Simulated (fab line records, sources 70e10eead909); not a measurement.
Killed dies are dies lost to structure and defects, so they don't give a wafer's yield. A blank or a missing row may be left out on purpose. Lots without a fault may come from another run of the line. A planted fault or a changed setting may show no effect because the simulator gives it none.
Tool commonality check | flow nand_harc | 12 lots, 36 wafers sampled

WHY IT WAS OPENED
At NHARC_P_GATE_CD_MEAS_59 the reading cd_nm is flagged on 1 of 12 lots. Wafers without a fault read 720.3 nm, standard deviation 2.3.
Rule: a lot is flagged when every wafer of it that has a number lies more than 4 standard deviations from that mean, or none has a number. The other lots count as sound.

lot  | measured     | on        | cd_nm (nm), wafer by wafer | flag
L413 | day 5 17:44  | cd_sem-02 | 719.0 721.5 721.8          |
L414 | day 5 23:45  | cd_sem-03 | 716.9 720.0 718.3          |
L415 | day 6 12:10  | cd_sem-03 | 720.7 721.9 718.5          |
L417 | day 7 09:14  | cd_sem-01 | 719.8 718.8 722.4          |
L419 | day 8 01:16  | cd_sem-01 | 721.4 719.8 720.8          |
L421 | day 9 08:31  | cd_sem-01 | 719.0 721.7 723.7          |
L422 | day 9 13:34  | cd_sem-03 | 721.2 721.1 722.5          |
L423 | day 10 04:21 | cd_sem-03 | 724.5 719.4 722.1          |
L424 | day 10 15:25 | cd_sem-03 | 718.4 715.6 717.3          |
L427 | day 11 13:01 | cd_sem-03 | 722.0 722.2 722.1          |
L429 | day 12 03:56 | cd_sem-03 | 706.0 704.0 700.9          | FLAGGED
L435 | day 15 00:11 | cd_sem-02 | 719.5 720.7 722.1          |
The numbers of the flagged lots are 703.6 nm on average: -16.7 nm against the usual, or -7 standard deviations.

WHICH TOOL RAN EACH LOT
The record holds 2 process steps before the reading, out of a route of 1302 steps. In each cell: the tool, then ch and the chambers that the sampled wafers went through, then the start.
lot  | flag    | NHARC_P_GATE_HM_OPEN_105                      | NHARC_P_GATE_EXPOSE_56
L413 |         | rie_diel-02 ch 0,2,3, day 5 17:35 or earlier  | krf_scanner-02 ch 0, day 5 17:35
L414 |         | rie_diel-04 ch 0,1,3, day 5 23:35 or earlier  | krf_scanner-02 ch 0, day 5 23:35
L415 |         | rie_diel-09 ch 0,2,3, day 6 12:00 or earlier  | krf_scanner-02 ch 0, day 6 12:00
L417 |         | rie_diel-02 ch 0,1,3, day 7 09:05 or earlier  | krf_scanner-04 ch 0, day 7 09:05
L419 |         | rie_diel-02 ch 0,1, day 8 01:07 or earlier    | krf_scanner-02 ch 0, day 8 01:07
L421 |         | rie_diel-02 ch 2,3, day 9 08:21 or earlier    | krf_scanner-02 ch 0, day 9 08:21
L422 |         | rie_diel-02 ch 0,2,3, day 9 13:25 or earlier  | krf_scanner-04 ch 0, day 9 13:25
L423 |         | rie_diel-09 ch 0,3, day 10 04:11 or earlier   | krf_scanner-02 ch 0, day 10 04:11
L424 |         | rie_diel-09 ch 1,2,3, day 10 15:16 or earlier | krf_scanner-01 ch 0, day 10 15:16
L427 |         | rie_diel-04 ch 1,3, day 11 12:51 or earlier   | krf_scanner-01 ch 0, day 11 12:51
L429 | FLAGGED | rie_diel-02 ch 0,1,2, day 12 03:47 or earlier | krf_scanner-04 ch 0, day 12 03:47
L435 |         | rie_diel-02 ch 0,2,3, day 15 00:02 or earlier | krf_scanner-02 ch 0, day 15 00:02
What these steps do:
- NHARC_P_GATE_HM_OPEN_105: chemistry O2/COS, target depth 360 nm.
- NHARC_P_GATE_EXPOSE_56: exposes mask P PSD, target cd 720 nm.
- NHARC_P_GATE_CD_MEAS_59: target cd 720 nm.

FLAGGED OVER TOTAL, TOOL BY TOOL (the gauges that took the reading come last)
step                     | tool           | lots run | flagged | share of the flagged lots | sound lots run after its first flagged lot
NHARC_P_GATE_HM_OPEN_105 | rie_diel-02    | 7        | 1       | all                       | 1 (L435)
NHARC_P_GATE_HM_OPEN_105 | rie_diel-04    | 2        | 0       | none                      | -
NHARC_P_GATE_HM_OPEN_105 | rie_diel-09    | 3        | 0       | none                      | -
NHARC_P_GATE_EXPOSE_56   | krf_scanner-01 | 2        | 0       | none                      | -
NHARC_P_GATE_EXPOSE_56   | krf_scanner-02 | 7        | 0       | none                      | -
NHARC_P_GATE_EXPOSE_56   | krf_scanner-04 | 3        | 1       | all                       | 0
NHARC_P_GATE_CD_MEAS_59  | cd_sem-01      | 3        | 0       | none                      | -
NHARC_P_GATE_CD_MEAS_59  | cd_sem-02      | 2        | 0       | none                      | -
NHARC_P_GATE_CD_MEAS_59  | cd_sem-03      | 7        | 1       | all                       | 0
NHARC_P_GATE_HM_OPEN_105 gives no start for some lots, so the hours and the order of its lots are those of NHARC_P_GATE_EXPOSE_56.

WHAT THE TABLE ALLOWS
3 rows of the table ran every flagged lot: rie_diel-02 at NHARC_P_GATE_HM_OPEN_105, krf_scanner-04 at NHARC_P_GATE_EXPOSE_56, cd_sem-03 at NHARC_P_GATE_CD_MEAS_59.
- rie_diel-02 at NHARC_P_GATE_HM_OPEN_105: 1 of its 7 lots flagged. Sound lots ran on it after the first flagged one (L435), which a lasting fault on the whole tool wouldn't allow.
- krf_scanner-04 at NHARC_P_GATE_EXPOSE_56: 1 of its 3 lots flagged. Its last sound lot is L422 (day 9 13:25), its first flagged lot L429 (day 12 03:47): a fault that began between those two fits.
- cd_sem-03 at NHARC_P_GATE_CD_MEAS_59: 1 of its 7 lots flagged. Its last sound lot is L427 (day 11 13:01), its first flagged lot L429 (day 12 03:56): a fault that began between those two fits.
Counting lots can't tell these 2 tools apart, because each fits a fault that began at some hour. More lots, or a look at what each step does to the wafer, might.

WHAT THE SIMULATOR HAD PUT IN
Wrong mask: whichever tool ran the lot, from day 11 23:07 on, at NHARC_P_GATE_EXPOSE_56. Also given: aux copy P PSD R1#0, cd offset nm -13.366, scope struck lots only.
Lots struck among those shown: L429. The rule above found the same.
